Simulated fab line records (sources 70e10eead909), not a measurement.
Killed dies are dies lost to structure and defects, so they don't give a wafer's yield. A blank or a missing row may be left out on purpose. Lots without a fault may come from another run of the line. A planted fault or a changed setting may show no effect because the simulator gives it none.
Chamber matching :: flow nand-harc :: NHARC_A_STAIRCASE_ALD_420 on ald-hk-01 has 4 sister chambers
The step deposits SiO2, target thk 20 nm, pulse time 6 s, ald cycles 200. 4 wafers are shown with their chamber, then 12 later ones without.

## EACH WAFER AND ITS CHAMBER
wafer: L089.2
chamber: 1
heater-power-w (W): 450

wafer: L089.5
chamber: 2
heater-power-w (W): 586

wafer: L088.3
chamber: 0
heater-power-w (W): 421

wafer: L088.5
chamber: 3
heater-power-w (W): 415

## WAFERS MISSING THEIR CHAMBER
wafer: L090.2
heater-power-w (W): 422

wafer: L090.5
heater-power-w (W): 469

wafer: L090.6
heater-power-w (W): 583

wafer: L095.2
heater-power-w (W): 460

wafer: L095.5
heater-power-w (W): 568

wafer: L095.6
heater-power-w (W): 447

wafer: L095.1
heater-power-w (W): 418

wafer: L095.3
heater-power-w (W): 427

wafer: L095.4
heater-power-w (W): 599

wafer: L096.1
heater-power-w (W): 456

wafer: L096.3
heater-power-w (W): 430

wafer: L096.4
heater-power-w (W): 426

## THE CHAMBER EACH PASSED THROUGH
wafer: L090.2
from the rows above: can't be placed: 0 or 3
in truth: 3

wafer: L090.5
from the rows above: 1
in truth: 1

wafer: L090.6
from the rows above: 2
in truth: 2

wafer: L095.2
from the rows above: 1
in truth: 1

wafer: L095.5
from the rows above: 2
in truth: 2

wafer: L095.6
from the rows above: 1
in truth: 1

wafer: L095.1
from the rows above: can't be placed: 0 or 3
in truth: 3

wafer: L095.3
from the rows above: can't be placed: 0 or 3 or 1
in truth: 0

wafer: L095.4
from the rows above: 2
in truth: 2

wafer: L096.1
from the rows above: 1
in truth: 1

wafer: L096.3
from the rows above: can't be placed: 0 or 3 or 1
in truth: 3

wafer: L096.4
from the rows above: can't be placed: 0 or 3 or 1
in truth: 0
7 of 12 placed correctly. Cannot be placed on the basis of these rows: 5; the candidates contain the true chamber in 5. Placed wrongly: 0.
How it was worked out, from the rows above alone: a wafer's distance from a chamber is the root of the sum, over the readings, of the square of ((its reading less the chamber's mean) divided by the reading's scatter). The wafer belongs to the nearest chamber; if the next one is less than 2 further off, it can't be placed. A chamber's mean is the mean of its shown wafers. The scatter: root of mean squared gap, hidden wafer to nearest shown wafer, with one shown wafer a chamber.
